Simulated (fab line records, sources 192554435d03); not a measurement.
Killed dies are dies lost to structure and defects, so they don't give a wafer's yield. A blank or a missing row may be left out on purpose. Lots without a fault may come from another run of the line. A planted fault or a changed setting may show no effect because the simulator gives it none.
fab line records | flow n5_finfet | part 1 of 2: steps 1 to 17 of 25
record lots=5 wafers=15 last_day=18
route steps=1938 shown BEOL_M2@848
lots that met no fault: from a run of the same line without faults
start_h: hours from the record's first day to the start of the lot's first wafer shown | wait_h: hours since the lot's step before | " the same as in the row above | L1.1+2: a row that stands for several wafers | - no value, or no start given | * or withheld: withheld | < > ~ a bound
route shown NAME@n: a module of which the file shows steps, and the number in the route of the first | usual: mean/standard deviation of fault-free wafers | same: alike in all rows | chamber/n: place in a boat | sites: the reading at each site | _std_site: their standard deviation | _edge_site: outer sites' mean less inner sites' | radius_mm: how far each site lies from the wafer's centre | mask NAME#n: copy n | behind: the tool/chamber that last shaped the wafer | hold: why the lot was held/for how many hours/how that ended | device: the transistor (n, p or np) that didn't switch | end of line: the same wafers' tests at the end of the route | a step without rows: its recipe alone | killed: dies lost to structure and defects at the first sort, not the wafer's yield | map: a wafer's dies, x killed, . not, _ none there
set.NAME: the setting as run; set.NAME@STEP: as run at that earlier step | model.NAME: the simulator's own value behind a step, which no gauge read
lots at some steps of the route; a table a step, a row a wafer
services: from which hour (start_h, from the record's first day; less than 0 if before it) a tool's chamber was out of use, for how many hours, and why
## steps
# step N5_BEOL_M2_COAT_05
# recipe resist=CAR-EUV spin_rpm=1500 resist_thk_nm=30
# usual chill_plate_temp_C=22.99/0.12 exhaust_pa=45.0/0.9 spin_speed_rpm=1500.1/1
# columns lot.wafer tool chamber start_h wait_h chill_plate_temp_C exhaust_pa spin_speed_rpm
L074.2 litho_track-03 0 - - 23.00 45.5 1498.7
L074.4 " 0 " " 23.20 44.8 1499.2
L074.6 " 0 " " 22.91 45.1 1498.0
L077.1 litho_track-03 0 - - 23.19 44.8 1500.4
L077.5 " 0 " " 23.06 45.6 1500.3
L077.6 " 0 " " 23.22 45.6 1498.9
L090.2 litho_track-01 0 - - 22.94 46.0 1501.3
L090.4 " 0 " " 23.06 45.8 1500.6
L090.5 " 0 " " 22.93 46.2 1501.6
L095.1 litho_track-04 0 - - 22.98 44.8 1499.1
L095.3 " 0 " " 23.13 44.2 1499.7
L095.6 " 0 " " 23.05 44.9 1500.0
L097.2 litho_track-04 0 - - 23.14 43.5 1501.0
L097.5 " 0 " " 23.14 43.5 1500.5
L097.6 " 0 " " 22.88 44.6 1499.9
# step N5_BEOL_M2_EBR_07
# recipe solvent=PGMEA ebr_width_mm=1.5
# usual chill_plate_temp_C=23.00/0.11 exhaust_pa=45.0/1
# columns lot.wafer tool chamber start_h wait_h chill_plate_temp_C exhaust_pa
L074.2 litho_track-03 0 - - 22.86 46.9
L074.4 " 0 " " 22.85 48.6
L074.6 " 0 " " 22.88 47.7
L077.1 litho_track-03 0 - - 22.92 43.4
L077.5 " 0 " " 23.13 43.7
L077.6 " 0 " " 22.84 43.5
L090.2 litho_track-01 0 - - 23.00 44.6
L090.4 " 0 " " 22.93 45.0
L090.5 " 0 " " 22.88 43.6
L095.1 litho_track-04 0 - - 23.06 44.8
L095.3 " 0 " " 22.98 46.0
L095.6 " 0 " " 23.11 45.8
L097.2 litho_track-04 0 - - 22.99 45.8
L097.5 " 0 " " 22.82 45.8
L097.6 " 0 " " 22.74 45.0
# step N5_BEOL_M2_SOFTBAKE_06
# recipe temp_c=110 time_s=60 resist=CAR-EUV
# usual chill_plate_temp_C=23.04/0.1 exhaust_pa=45.0/0.85 plate_temp_C=109.99/0.17
# columns lot.wafer tool chamber start_h wait_h chill_plate_temp_C exhaust_pa plate_temp_C
L074.2 litho_track-03 0 - - 23.07 45.3 110.04
L074.4 " 0 " " 22.87 43.9 110.14
L074.6 " 0 " " 23.02 45.2 110.01
L077.1 litho_track-03 0 - - 23.02 44.2 110.22
L077.5 " 0 " " 23.05 44.0 110.10
L077.6 " 0 " " 22.98 44.5 110.20
L090.2 litho_track-01 0 - - 23.20 43.9 110.19
L090.4 " 0 " " 23.03 45.0 110.05
L090.5 " 0 " " 23.07 44.6 110.20
L095.1 litho_track-04 0 - - 22.95 45.8 110.02
L095.3 " 0 " " 22.95 45.3 109.79
L095.6 " 0 " " 22.86 44.5 109.99
L097.2 litho_track-04 0 - - 23.01 44.9 109.87
L097.5 " 0 " " 23.00 44.9 109.95
L097.6 " 0 " " 23.00 44.5 109.87
# step N5_BEOL_M2_EXPOSE_08
# recipe mask_id=M2 na=0.33 source_shape=dipole sigma_inner=0.369 sigma_outer=0.767 polarization=unpolarized dose_mj=41.25
# usual focus_offset_nm=-0.1/0.54
# columns lot.wafer tool chamber start_h wait_h mask focus_offset_nm
L074.2 euv_scanner-02 0 135.21 - M2#0 -0.6
L074.4 " 0 " " M2#0 -0.6
L074.6 " 0 " " M2#0 -0.2
L077.1 euv_scanner-02 0 143.87 - M2#0 -0.5
L077.5 " 0 " " M2#0 0.0
L077.6 " 0 " " M2#0 -0.1
L090.2 euv_scanner-01 0 231.38 - M2#0 -0.4
L090.4 " 0 " " M2#0 -0.2
L090.5 " 0 " " M2#0 0.6
L095.1 euv_scanner-01 0 263.55 - M2#0 -0.8
L095.3 " 0 " " M2#0 -0.8
L095.6 " 0 " " M2#0 -0.2
L097.2 euv_scanner-01 0 268.08 - M2#0 0.1
L097.5 " 0 " " M2#0 -0.1
L097.6 " 0 " " M2#0 -0.3
# step N5_BEOL_M2_PEB_09
# recipe peb_temp_c=100 peb_time_s=60 resist=CAR-EUV
# usual chill_plate_temp_C=23.04/0.12 exhaust_pa=44.9/0.9 plate_temp_C=99.99/0.11
# columns lot.wafer tool chamber start_h wait_h chill_plate_temp_C exhaust_pa plate_temp_C
L074.2 litho_track-03 0 135.27 0.1 22.99 44.4 99.97
L074.4 " 0 " " 23.12 45.8 99.83
L074.6 " 0 " " 23.18 44.5 99.92
L077.1 litho_track-03 0 143.93 0.1 23.15 45.8 99.89
L077.5 " 0 " " 23.12 46.3 100.07
L077.6 " 0 " " 23.20 46.3 100.07
L090.2 litho_track-04 0 231.44 0.1 23.01 44.1 100.02
L090.4 " 0 " " 23.00 44.3 99.96
L090.5 " 0 " " 22.93 44.8 99.96
L095.1 litho_track-04 0 263.61 0.1 22.88 46.5 100.12
L095.3 " 0 " " 23.02 46.5 99.94
L095.6 " 0 " " 23.15 46.0 100.04
L097.2 litho_track-03 0 268.14 0.1 22.91 42.2 99.94
L097.5 " 0 " " 22.91 43.5 100.24
L097.6 " 0 " " 23.00 44.4 100.02
# step N5_BEOL_M2_DEVELOP_10
# recipe develop_time_s=30 developer=TMAH resist=CAR-EUV rinse_liquid=surfactant_rinse dry=air_spin dev_temp_c=23
# usual chill_plate_temp_C=22.99/0.12 exhaust_pa=44.8/0.87
# columns lot.wafer tool chamber start_h wait_h chill_plate_temp_C exhaust_pa
L074.2 litho_track-03 0 - - 22.81 44.6
L074.4 " 0 " " 22.97 44.5
L074.6 " 0 " " 22.77 45.3
L077.1 litho_track-03 0 - - 22.89 43.1
L077.5 " 0 " " 22.91 44.7
L077.6 " 0 " " 23.04 44.6
L090.2 litho_track-04 0 - - 23.00 45.4
L090.4 " 0 " " 22.98 45.1
L090.5 " 0 " " 23.00 45.1
L095.1 litho_track-04 0 - - 23.24 45.1
L095.3 " 0 " " 23.04 44.8
L095.6 " 0 " " 23.10 44.4
L097.2 litho_track-03 0 - - 23.25 45.2
L097.5 " 0 " " 23.13 44.9
L097.6 " 0 " " 23.32 45.0
# step N5_BEOL_M2_CD_MEAS_11
# recipe target_cd_nm=16.79 landing_energy_ev=500 detector=se_inlens polarity=opening
# usual cd_nm=16.79/0.24
# columns lot.wafer tool chamber start_h wait_h cd_nm
L074.2 cd_sem-01 0 135.34 - 16.86
L074.4 " 0 " " 16.42
L074.6 " 0 " " 16.92
L077.1 cd_sem-03 0 144.00 - 16.84
L077.5 " 0 " " 16.68
L077.6 " 0 " " 16.75
L090.2 cd_sem-02 0 231.51 - 16.71
L090.4 " 0 " " 16.63
L090.5 " 0 " " 17.05
L095.1 cd_sem-03 0 263.68 - 16.80
L095.3 " 0 " " 16.82
L095.6 " 0 " " 17.13
L097.2 cd_sem-01 0 268.21 - 16.98
L097.5 " 0 " " 16.43
L097.6 " 0 " " 16.49
# step N5_BEOL_M2_OVL_MEAS_12
# recipe points_per_wafer=522
# usual M2_OVL=0.3/0.58
# columns lot.wafer tool chamber start_h wait_h M2_OVL[nm]
L074.2 overlay-01 0 135.37 0.0 -0.3
L074.4 " 0 " " 0.6
L074.6 " 0 " " -1.1
L077.1 overlay-02 0 144.03 0.0 0.0
L077.5 " 0 " " -0.3
L077.6 " 0 " " -0.4
L090.2 overlay-02 0 231.55 0.0 -0.2
L090.4 " 0 " " -0.4
L090.5 " 0 " " 1.0
L095.1 overlay-02 0 263.71 0.0 0.9
L095.3 " 0 " " 1.2
L095.6 " 0 " " 0.9
L097.2 overlay-02 0 268.27 0.1 1.2
L097.5 " 0 " " 0.8
L097.6 " 0 " " 1.8
# step N5_BEOL_M2_INSPECT_13
# recipe mode=adi inspect_instrument=brightfield
# usual raw_defect_count=418/98
# columns lot.wafer tool chamber start_h wait_h raw_defect_count
L074.2 defect_inspect-01 - 135.44 0.1 586
L074.4 " - " " 594
L074.6 " - " " 382
L077.1 defect_inspect-01 - 144.09 0.1 391
L077.5 " - " " 352
L077.6 " - " " 385
L090.2 defect_inspect-01 - 231.60 0.0 364
L090.4 " - " " 363
L090.5 " - " " 301
L095.1 defect_inspect-02 - 263.77 0.1 434
L095.3 " - " " 537
L095.6 " - " " 465
L097.2 defect_inspect-01 - 268.33 0.0 287
L097.5 " - " " 197
L097.6 " - " " 379
# step N5_BEOL_M2_DESCUM_16
# recipe chemistry=O2 time_s=7 source_power_w=50 bias_power_w=20 pressure_mtorr=20 rf_frequency_hz=2.712e+07 temp_c=40 resist=CAR-EUV o2_flow_sccm=225
# usual drypump_motor_current_A=5.6/0.51 oes_product_au=0.80/0.091 rf_vpp_V=243.4/1.5 showerhead_plenum_p_Torr=2.10/0.076 throttle_valve_pct=20.38/0.22
# columns lot.wafer tool chamber start_h wait_h drypump_motor_current_A oes_product_au rf_hours_counter_h rf_vpp_V showerhead_plenum_p_Torr throttle_valve_pct
L074.2 rie_diel-03 3 135.47 0.0 5.7 0.83 76 241.6 2.02 20.20
L074.4 " 0 " " 5.2 0.80 89 243.4 2.19 20.40
L074.6 " 3 " " 5.7 0.83 - 243.7 2.02 20.19
L077.1 rie_diel-04 1 144.24 0.1 5.7 0.74 165 240.5 2.00 20.09
L077.5 " 0 " " 5.0 0.83 - 241.9 2.04 20.49
L077.6 " 3 " " 5.8 0.71 - 243.3 2.09 20.24
L090.2 rie_diel-06 3 231.69 0.1 5.0 0.90 44 246.0 2.22 20.56
L090.4 " 1 " " 5.9 0.86 55 246.0 2.21 20.27
L090.5 " 2 " " 5.3 0.97 - 246.2 2.16 20.39
L095.1 rie_diel-04 3 264.38 0.6 5.8 0.68 217 244.0 2.07 20.30
L095.3 " 0 " " 4.9 0.79 120 241.8 2.03 20.54
L095.6 " 0 " " 5.0 0.80 - 241.8 2.03 20.54
L097.2 rie_diel-04 0 268.55 0.2 4.9 0.79 122 244.8 2.03 20.55
L097.5 " 3 " " 5.8 0.68 - 243.0 2.07 20.30
L097.6 " 2 " " 6.8 0.66 - 242.5 2.04 20.80
# step N5_BEOL_M2_ETCH_74
# recipe chemistry=N2/H2 target=underlayer target_depth_a=65 mask_material=CAR-EUV time_s=5.2 ion_energy_ev=200 pressure_mtorr=30 source_w=840 bias_w=150 n2_flow_sccm=200 h2_flow_sccm=200 ends=cleared
# usual drypump_motor_current_A=5.6/0.51 etch_rf_on_time_s=5.19/0.1 n2_flow_sccm=200.0/0.6 oes_product_au=0.69/0.08 rf_vpp_V=524.1/2.9 showerhead_plenum_p_Torr=2.55/0.093 throttle_valve_pct=17.77/0.22
# columns lot.wafer tool chamber start_h wait_h drypump_motor_current_A etch_rf_on_time_s n2_flow_sccm oes_product_au rf_hours_counter_h rf_vpp_V showerhead_plenum_p_Torr throttle_valve_pct
L074.2 rie_diel-03 3 135.51 0.0 5.7 5.13 200.4 0.71 76 523.1 2.46 17.66
L074.4 " 0 " " 5.2 5.18 200.2 0.68 89 527.5 2.65 17.73
L074.6 " 3 " " 5.7 5.16 200.4 0.70 - 522.1 2.46 17.69
L077.1 rie_diel-04 1 144.27 0.0 5.7 5.27 200.0 0.64 165 521.2 2.43 17.48
L077.5 " 0 " " 4.9 5.25 201.0 0.70 - 519.3 2.46 17.85
L077.6 " 3 " " 5.8 5.28 200.2 0.61 - 524.0 2.53 17.58
L090.2 rie_diel-06 3 231.72 0.0 4.9 5.06 199.2 0.78 44 527.9 2.68 17.83
L090.4 " 1 " " 5.9 5.07 199.8 0.76 55 528.7 2.70 17.77
L090.5 " 2 " " 5.4 4.98 200.0 0.86 - 527.8 2.58 17.54
L095.1 rie_diel-04 3 264.42 0.0 5.8 5.23 200.0 0.58 217 523.0 2.51 17.66
L095.3 " 0 " " 4.9 5.18 200.3 0.67 120 521.8 2.44 17.91
L095.6 " 0 " " 4.9 5.19 200.6 0.67 - 521.6 2.44 17.91
L097.2 rie_diel-04 0 268.59 0.0 4.9 5.24 200.2 0.67 122 521.1 2.44 17.93
L097.5 " 3 " " 5.8 5.25 200.0 0.59 - 522.9 2.51 17.66
L097.6 " 2 " " 6.8 5.36 200.0 0.55 - 522.1 2.50 18.33
# step N5_BEOL_M2_ETCH_63
# recipe chemistry=CF4 target=SiARC target_depth_a=156 mask_material=CAR-EUV time_s=26 ion_energy_ev=80 pressure_mtorr=40 source_w=545 bias_w=36 Ar_flow_sccm=100 cf4_flow_sccm=100 ends=cleared
# usual drypump_motor_current_A=5.6/0.51 etch_rf_on_time_s=26.0/0.51 oes_product_au=0.69/0.079 rf_vpp_V=184.2/1.3 showerhead_plenum_p_Torr=2.15/0.079 throttle_valve_pct=15.59/0.2
# columns lot.wafer tool chamber start_h wait_h drypump_motor_current_A etch_rf_on_time_s oes_product_au rf_hours_counter_h rf_vpp_V showerhead_plenum_p_Torr throttle_valve_pct
L074.2 rie_diel-03 3 135.52 0.0 5.7 25.7 0.72 76 184.2 2.08 15.34
L074.4 " 0 " " 5.2 26.0 0.69 89 185.5 2.25 15.63
L074.6 " 3 " " 5.7 26.0 0.71 - 182.4 2.08 15.33
L077.1 rie_diel-04 1 144.29 0.0 5.7 26.2 0.65 165 184.6 2.06 15.34
L077.5 " 0 " " 4.9 26.4 0.71 - 182.7 2.08 15.56
L077.6 " 3 " " 5.8 26.4 0.60 - 183.3 2.14 15.56
L090.2 rie_diel-06 3 231.74 0.0 5.0 25.5 0.77 44 186.8 2.27 15.77
L090.4 " 1 " " 5.9 25.4 0.75 55 185.7 2.27 15.54
L090.5 " 2 " " 5.4 24.9 0.85 - 184.7 2.19 15.38
L095.1 rie_diel-04 3 264.44 0.0 5.8 25.9 0.58 217 184.0 2.13 15.62
L095.3 " 0 " " 5.0 25.9 0.68 120 184.0 2.07 15.64
L095.6 " 0 " " 5.0 25.9 0.69 - 183.6 2.07 15.63
L097.2 rie_diel-04 0 268.60 0.0 4.9 26.1 0.68 122 183.4 2.07 15.63
L097.5 " 3 " " 5.8 26.1 0.58 - 182.9 2.13 15.65
L097.6 " 2 " " 6.8 26.9 0.56 - 184.1 2.11 16.11
# step N5_BEOL_M2_ETCH_64
# recipe chemistry=N2/H2 target=SOC target_depth_a=750 overetch_a=225 mask_material=SiARC temp_c=40 time_s=121.9 ion_energy_ev=200 pressure_mtorr=30 source_w=840 bias_w=150 n2_flow_sccm=200 h2_flow_sccm=200
# usual drypump_motor_current_A=5.6/0.52 n2_flow_sccm=200.0/0.61 oes_product_au=0.61/0.067 rf_vpp_V=524.3/2.7 showerhead_plenum_p_Torr=2.55/0.093 throttle_valve_pct=17.73/0.22
# columns lot.wafer tool chamber start_h wait_h drypump_motor_current_A n2_flow_sccm oes_product_au rf_hours_counter_h rf_vpp_V showerhead_plenum_p_Torr throttle_valve_pct
L074.2 rie_diel-03 3 135.55 0.0 5.8 199.8 0.63 76 520.7 2.46 17.63
L074.4 " 0 " " 5.2 200.2 0.62 89 527.4 2.65 17.70
L074.6 " 3 " " 5.7 199.8 0.63 - 520.7 2.46 17.64
L077.1 rie_diel-04 1 144.32 0.0 5.7 199.8 0.58 165 521.8 2.43 17.44
L077.5 " 0 " " 5.0 199.7 0.63 - 522.7 2.46 17.80
L077.6 " 3 " " 5.8 200.8 0.54 - 524.0 2.53 17.56
L090.2 rie_diel-06 3 231.77 0.0 5.0 200.9 0.68 44 528.9 2.68 17.76
L090.4 " 1 " " 5.9 200.1 0.66 55 528.8 2.70 17.68
L090.5 " 2 " " 5.4 199.4 0.73 - 526.0 2.58 17.49
L095.1 rie_diel-04 3 264.46 0.0 5.8 200.2 0.53 217 522.6 2.51 17.63
L095.3 " 0 " " 5.0 201.0 0.60 120 521.3 2.44 17.88
L095.6 " 0 " " 4.9 200.0 0.61 - 521.3 2.44 17.88
L097.2 rie_diel-04 0 268.63 0.0 5.0 200.0 0.60 122 521.7 2.44 17.88
L097.5 " 3 " " 5.8 199.1 0.52 - 523.4 2.51 17.62
L097.6 " 2 " " 6.8 200.8 0.51 - 524.3 2.50 18.30
# step N5_BEOL_M2_STRIP_65
# recipe chemistry=N2/H2 temp_c=40 n2_flow_sccm=200 h2_flow_sccm=200 rf_frequency_hz=6e+07
# columns lot.wafer tool chamber start_h wait_h
L074.2+4+6 rie_diel-03 3,0,3 135.66 0.1
L077.1+5+6 rie_diel-04 1,0,3 144.43 0.1
L090.2+4+5 rie_diel-06 3,1,2 231.88 0.1
L095.1+3+6 rie_diel-04 3,0,0 264.58 0.1
L097.2+5+6 rie_diel-04 0,3,2 268.74 0.1
# step N5_BEOL_M2_STRIP_75
# recipe chemistry=N2/H2 temp_c=40 n2_flow_sccm=200 h2_flow_sccm=200 rf_frequency_hz=6e+07
# columns lot.wafer tool chamber start_h wait_h
L074.2+4+6 rie_diel-03 3,0,3 135.67 0.0
L077.1+5+6 rie_diel-04 1,0,3 144.44 0.0
L090.2+4+5 rie_diel-06 3,1,2 231.89 0.0
L095.1+3+6 rie_diel-04 3,0,0 264.59 0.0
L097.2+5+6 rie_diel-04 0,3,2 268.75 0.0
# step N5_BEOL_M2_STRIP_66
# recipe chemistry=CF4 resist=SiARC power_w=300 bias_power_w=75 pressure_mtorr=50 cf4_flow_sccm=150 rf_frequency_hz=6e+07
# usual drypump_motor_current_A=5.6/0.51 oes_product_au=0.80/0.085 rf_vpp_V=271.3/1.6 showerhead_plenum_p_Torr=1.80/0.067 throttle_valve_pct=13.56/0.2
# columns lot.wafer tool chamber start_h wait_h drypump_motor_current_A oes_product_au rf_hours_counter_h rf_vpp_V showerhead_plenum_p_Torr throttle_valve_pct
L074.2 rie_diel-03 3 135.68 0.0 5.7 0.82 76 269.6 1.73 13.28
L074.4 " 0 " " 5.2 0.79 89 273.3 1.88 13.59
L074.6 " 3 " " 5.7 0.82 - 270.7 1.73 13.26
L077.1 rie_diel-04 1 144.45 0.0 5.7 0.76 165 269.1 1.73 13.41
L077.5 " 0 " " 5.0 0.82 - 269.2 1.73 13.46
L077.6 " 3 " " 5.8 0.71 - 270.9 1.79 13.51
L090.2 rie_diel-06 3 231.90 0.0 5.0 0.88 44 272.7 1.90 13.69
L090.4 " 1 " " 5.9 0.86 55 272.5 1.91 13.47
L090.5 " 2 " " 5.3 0.96 - 270.3 1.84 13.33
L095.1 rie_diel-04 3 264.60 0.0 5.8 0.68 217 270.6 1.77 13.61
L095.3 " 0 " " 4.9 0.79 120 268.7 1.72 13.55
L095.6 " 0 " " 4.9 0.79 - 270.8 1.72 13.57
L097.2 rie_diel-04 0 268.76 0.0 5.0 0.78 122 269.2 1.72 13.56
L097.5 " 3 " " 5.8 0.68 - 271.2 1.77 13.63
L097.6 " 2 " " 6.8 0.66 - 270.7 1.76 14.07
# step N5_BEOL_M2_HM_OPEN_17
# recipe chemistry=Cl2/BCl3 target_depth_a=200 overetch_a=60 target=TiN mask_material=SOC ion_energy_ev=150 pressure_mtorr=10 icp_w=1000 bias_w=126 Cl2_flow_sccm=53.25 bcl3_flow_sccm=21.75 Ar_flow_sccm=25
# usual drypump_motor_current_A=5.7/0.66 oes_product_au=0.61/0.073 throttle_valve_pct=22.21/0.22
# columns lot.wafer tool chamber start_h wait_h drypump_motor_current_A oes_product_au rf_hours_counter_h throttle_valve_pct
L074.2 rie_metal-02 0 135.72 0.0 5.6 0.75 11 21.81
L074.4 " 1 " " 6.0 0.57 - 22.26
L074.6 " 0 " " 5.6 0.75 - 21.81
L077.1 rie_metal-02 1 144.49 0.0 5.9 0.57 98 22.27
L077.5 " 0 " " 5.7 0.76 - 21.80
L077.6 " 1 " " 5.9 0.57 - 22.30
L090.2 rie_metal-03 1 231.97 0.1 5.1 0.64 - 21.97
L090.4 " 1 " " 5.1 0.66 - 21.95
L090.5 " 1 " " 5.1 0.65 - 21.95
L095.1 rie_metal-01 0 264.64 0.0 6.7 0.66 48 22.45
L095.3 " 0 " " 6.7 0.65 - 22.47
L095.6 " 1 " " 5.1 0.53 - 22.24
L097.2 rie_metal-01 1 268.84 0.1 5.1 0.52 114 22.26
L097.5 " 0 " " 6.7 0.65 - 22.48
L097.6 " 1 " " 5.1 0.54 - 22.25
